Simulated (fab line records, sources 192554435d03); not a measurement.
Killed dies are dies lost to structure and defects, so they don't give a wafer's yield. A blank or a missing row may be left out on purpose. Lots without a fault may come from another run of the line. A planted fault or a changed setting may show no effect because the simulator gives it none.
Which tool did it? | flow n5_finfet | 10 lots, 30 wafers sampled, at 6 steps of a route of 1938

WHAT THE GAUGES READ, wafer by wafer
N5_BEOL_M1_THK_MEAS_53: measures by xrf. Usual: M1_THK 39.8 nm, standard deviation 1.6.
lot  | measured     | on            | M1_THK (nm)    | flag
L175 | day 6 11:43  | film_metro-02 | 40.2 40.1 38.8 |
L176 | day 6 12:56  | film_metro-01 | 37.7 37.4 38.0 |
L180 | day 7 19:25  | film_metro-01 | 37.8 37.7 38.1 |
L182 | day 8 12:39  | film_metro-01 | 39.5 40.5 41.4 |
L183 | day 8 18:01  | film_metro-01 | 38.0 39.0 40.0 |
L185 | day 9 00:36  | film_metro-02 | 40.9 38.1 41.8 |
L186 | day 9 05:46  | film_metro-02 | 38.6 40.0 39.1 |
L188 | day 9 15:58  | film_metro-02 | 40.5 40.4 40.8 |
L197 | day 11 21:06 | film_metro-01 | 37.7 40.5 40.7 |
L198 | day 12 06:22 | film_metro-02 | 37.3 37.0 40.0 |

N5_BEOL_M4_RC_MEAS_101. Usual: DIBL_N 36.2 mV/V, standard deviation 1.4; DIBL_P 36.1 mV/V, standard deviation 1.5; IOFF_N 0.153 nA/um, standard deviation 0.02; IOFF_P 0.215 nA/um, standard deviation 0.03; ION_N 672 uA/um, standard deviation 8.6; ION_P 463 uA/um, standard deviation 6.8; SS_N 71.5 mV/dec, standard deviation 0.47; SS_P 73.3 mV/dec, standard deviation 0.57; VT_N 250.6 mV, standard deviation 2.4; VT_P -249 mV, standard deviation 3.2.
lot  | measured     | on        | DIBL_N (mV/V)  | DIBL_P (mV/V)  | IOFF_N (nA/um)    | IOFF_P (nA/um)    | ION_N (uA/um) | ION_P (uA/um) | SS_N (mV/dec)  | SS_P (mV/dec)  | VT_N (mV)         | VT_P (mV)      | flag
L175 | day 8 02:04  | prober-01 | 37.6 37.6 37.4 | 37.9 38.2 37.4 | 0.159 0.161 0.151 | 0.247 0.259 0.246 | 674 665 661   | 474 465 464   | 72.6 72.1 72.0 | 72.9 73.1 73.3 | 249.2 249.9 252.7 | -247 -245 -247 |
L176 | day 8 01:47  | prober-02 | 34.2 36.8 33.5 | 34.5 37.8 33.2 | 0.138 0.194 0.126 | 0.227 0.293 0.204 | 667 698 671   | 469 488 473   | 71.9 72.0 71.0 | 73.4 74.1 73.4 | 252.3 244.4 253.8 | -246 -244 -246 |
L180 | day 9 03:06  | prober-02 | 36.7 33.9 36.0 | 37.2 33.7 36.6 | 0.156 0.113 0.146 | 0.219 0.172 0.215 | 668 652 662   | 460 455 462   | 71.6 70.8 71.3 | 73.6 71.9 73.3 | 251.8 258.3 250.5 | -251 -254 -251 |
L182 | day 9 22:04  | prober-02 | 34.3 36.0 35.6 | 33.5 35.1 34.9 | 0.120 0.144 0.146 | 0.195 0.229 0.223 | 661 673 669   | 468 470 466   | 71.3 71.5 71.7 | 72.6 73.6 73.7 | 255.7 250.6 251.3 | -250 -248 -248 |
L183 | day 10 03:40 | prober-02 | 34.9 36.1 35.3 | 36.3 37.6 36.3 | 0.130 0.150 0.134 | 0.186 0.212 0.204 | 673 668 673   | 461 463 467   | 71.5 71.2 71.8 | 73.1 73.0 73.3 | 254.1 250.0 253.3 | -253 -251 -251 |
L185 | day 10 13:11 | prober-02 | 37.6 39.3 37.1 | 38.4 39.5 37.7 | 0.144 0.178 0.144 | 0.228 0.256 0.224 | 657 687 670   | 461 476 468   | 71.7 71.7 71.6 | 73.7 74.3 72.9 | 252.0 250.2 250.8 | -246 -246 -249 |
L186 | day 10 20:20 | prober-02 | 36.3 38.6 38.7 | 34.9 38.2 37.5 | 0.144 0.206 0.192 | 0.196 0.250 0.239 | 677 688 672   | 462 464 458   | 71.5 71.5 72.1 | 73.1 74.8 73.9 | 253.0 247.2 248.8 | -252 -246 -248 |
L188 | day 11 04:24 | prober-02 | 37.3 36.6 38.5 | 38.1 36.3 38.9 | 0.159 0.147 0.178 | 0.210 0.189 0.222 | 678 674 682   | 461 458 457   | 71.6 70.8 71.1 | 73.9 73.4 74.0 | 249.5 253.1 247.0 | -250 -251 -251 |
L197 | day 13 08:04 | prober-02 | 35.3 34.6 34.8 | 34.7 34.2 34.0 | 0.139 0.141 0.134 | 0.193 0.188 0.191 | 673 679 679   | 460 464 464   | 71.3 70.8 71.5 | 73.2 74.3 73.3 | 253.2 253.1 251.2 | -250 -254 -251 |
L198 | day 13 14:23 | prober-01 | 34.1 36.1 35.6 | 35.2 37.2 36.6 | 0.146 0.166 0.160 | 0.200 0.217 0.213 | 676 667 676   | 467 462 461   | 70.4 71.7 71.5 | 73.2 73.4 73.7 | 249.4 249.0 250.4 | -249 -247 -251 |

WHICH TOOL RAN EACH LOT (tool, then ch and the chambers of the sampled wafers, then the start)
lot  | N5_BEOL_M1_ECD_50              | N5_BEOL_M1_ANNEAL_51             | N5_BEOL_M1_CMP_52             | N5_BEOL_M1_CO_CAP_55
L175 | ecd_cu-02 ch 0,1, day 6 11:02  | rtp_anneal-01 ch 0, day 6 11:14  | cmp-02 ch 0,2,3, day 6 11:29  | cvd_co-02 ch 0,2, day 6 11:50
L176 | ecd_cu-01 ch 0,1, day 6 12:14  | rtp_anneal-02 ch 0, day 6 12:22  | cmp-02 ch 0,3, day 6 12:38    | cvd_co-02 ch 0,2, day 6 13:01
L180 | ecd_cu-02 ch 0,1, day 7 18:44  | rtp_anneal-01 ch 0, day 7 18:49  | cmp-02 ch 0,1,2, day 7 19:12  | cvd_co-02 ch 0,1,2, day 7 19:30
L182 | ecd_cu-02 ch 0,1, day 8 11:59  | rtp_anneal-02 ch 0, day 8 12:08  | cmp-02 ch 0,1,3, day 8 12:26  | cvd_co-01 ch 0,1, day 8 12:43
L183 | ecd_cu-01 ch 0,1, day 8 17:09  | rtp_anneal-02 ch 0, day 8 17:25  | cmp-03 ch 2,3, day 8 17:44    | cvd_co-01 ch 0,1,2, day 8 18:06
L185 | ecd_cu-02 ch 0,1, day 8 23:43  | rtp_anneal-02 ch 0, day 9 00:01  | cmp-04 ch 0,3, day 9 00:21    | cvd_co-02 ch 0,1,2, day 9 00:41
L186 | ecd_cu-02 ch 0,1, day 9 05:06  | rtp_anneal-02 ch 0, day 9 05:16  | cmp-03 ch 1,2,3, day 9 05:31  | cvd_co-02 ch 1,2, day 9 05:51
L188 | ecd_cu-02 ch 0,1, day 9 15:14  | rtp_anneal-01 ch 0, day 9 15:23  | cmp-04 ch 0,2,3, day 9 15:41  | cvd_co-01 ch 0,1,2, day 9 16:03
L197 | ecd_cu-01 ch 0,1, day 11 20:26 | rtp_anneal-01 ch 0, day 11 20:31 | cmp-02 ch 0,1,2, day 11 20:53 | cvd_co-01 ch 0,2, day 11 21:25
L198 | ecd_cu-01 ch 0,1, day 12 05:41 | rtp_anneal-02 ch 0, day 12 05:48 | cmp-03 ch 1,2,3, day 12 06:04 | cvd_co-02 ch 1,2, day 12 06:26
- N5_BEOL_M1_ECD_50: material Cu, target thk 300 nm.
- N5_BEOL_M1_ANNEAL_51: time 90 s.
- N5_BEOL_M1_CMP_52: polishes, stops on SiOC, t overpolish 6.8 s, target thk 40 nm.
- N5_BEOL_M1_CO_CAP_55: material Co, precursor CCTBA/H2, target thk 2 nm, time 102.1 s.

WHAT THE TOOLS THEMSELVES READ (means of the sampled wafers that have a number; where no wafer has one, the mark that the record gives instead)
N5_BEOL_M1_ANNEAL_51. Usual: wafer_temp_C_max 226.1, standard deviation 0.32.
lot  | tool          | wafer_temp_C_max | flag
L175 | rtp_anneal-01 | 225.7            |
L176 | rtp_anneal-02 | 225.9            |
L180 | rtp_anneal-01 | 226.1            |
L182 | rtp_anneal-02 | 226.4            |
L183 | rtp_anneal-02 | 226.2            |
L185 | rtp_anneal-02 | 226.3            |
L186 | rtp_anneal-02 | 226.4            |
L188 | rtp_anneal-01 | 225.7            |
L197 | rtp_anneal-01 | 226.0            |
L198 | rtp_anneal-02 | 226.4            |

N5_BEOL_M1_CMP_52. Usual: edge_zone_pressure_frac 1.000, standard deviation 0.005; motor_current_A 6.1 A, standard deviation 0.68; time_to_endpoint_s 61.9 s, standard deviation 2.9.
lot  | tool   | edge_zone_pressure_frac | motor_current_A (A) | time_to_endpoint_s (s) | flag
L175 | cmp-02 | 0.996                   | 6.0                 | 58.3                   |
L176 | cmp-02 | 0.999                   | 5.9                 | 61.9                   |
L180 | cmp-02 | 1.002                   | 5.5                 | 58.4                   |
L182 | cmp-02 | 0.999                   | 6.2                 | 61.5                   |
L183 | cmp-03 | 1.002                   | 6.1                 | 58.6                   |
L185 | cmp-04 | 0.994                   | 6.2                 | 60.2                   |
L186 | cmp-03 | 1.001                   | 5.8                 | 56.0                   |
L188 | cmp-04 | 0.994                   | 6.0                 | 60.2                   |
L197 | cmp-02 | 1.002                   | 5.6                 | 63.4                   |
L198 | cmp-03 | 0.998                   | 6.3                 | 60.7                   |

N5_BEOL_M1_CO_CAP_55. Usual: heater_power_w 246 W, standard deviation 32; susceptor_temp_C 200.01 C, standard deviation 0.15.
lot  | tool      | heater_power_w (W) | susceptor_temp_C (C) | flag
L175 | cvd_co-02 | 245                | 199.98               |
L176 | cvd_co-02 | 279                | 200.03               |
L180 | cvd_co-02 | 257                | 199.99               |
L182 | cvd_co-01 | 240                | 200.11               |
L183 | cvd_co-01 | 232                | 199.87               |
L185 | cvd_co-02 | 259                | 199.93               |
L186 | cvd_co-02 | 287                | 199.94               |
L188 | cvd_co-01 | 236                | 199.77               |
L197 | cvd_co-01 | 222                | 200.12               |
L198 | cvd_co-02 | 271                | 199.87               |

THE ANSWER, worked out from the rows above alone
Rule: a lot is off if the mean of its wafers that have a number lies more than 3 standard deviations from the usual mean. A lot without any number at a reading at which 4 lots or more have one is off too. The other lots that the step has rows for count as sound. The gauges are gone through in route order, then the tools' own readings, and for those a lot's mean is taken as printed above. The first step at which some lot is off is used, and at that step the reading that is off furthest; a lot without a number counts as furthest.
No lot is off at any reading shown: from this, nothing can be told.

WHAT THE SIMULATOR HAD PUT IN
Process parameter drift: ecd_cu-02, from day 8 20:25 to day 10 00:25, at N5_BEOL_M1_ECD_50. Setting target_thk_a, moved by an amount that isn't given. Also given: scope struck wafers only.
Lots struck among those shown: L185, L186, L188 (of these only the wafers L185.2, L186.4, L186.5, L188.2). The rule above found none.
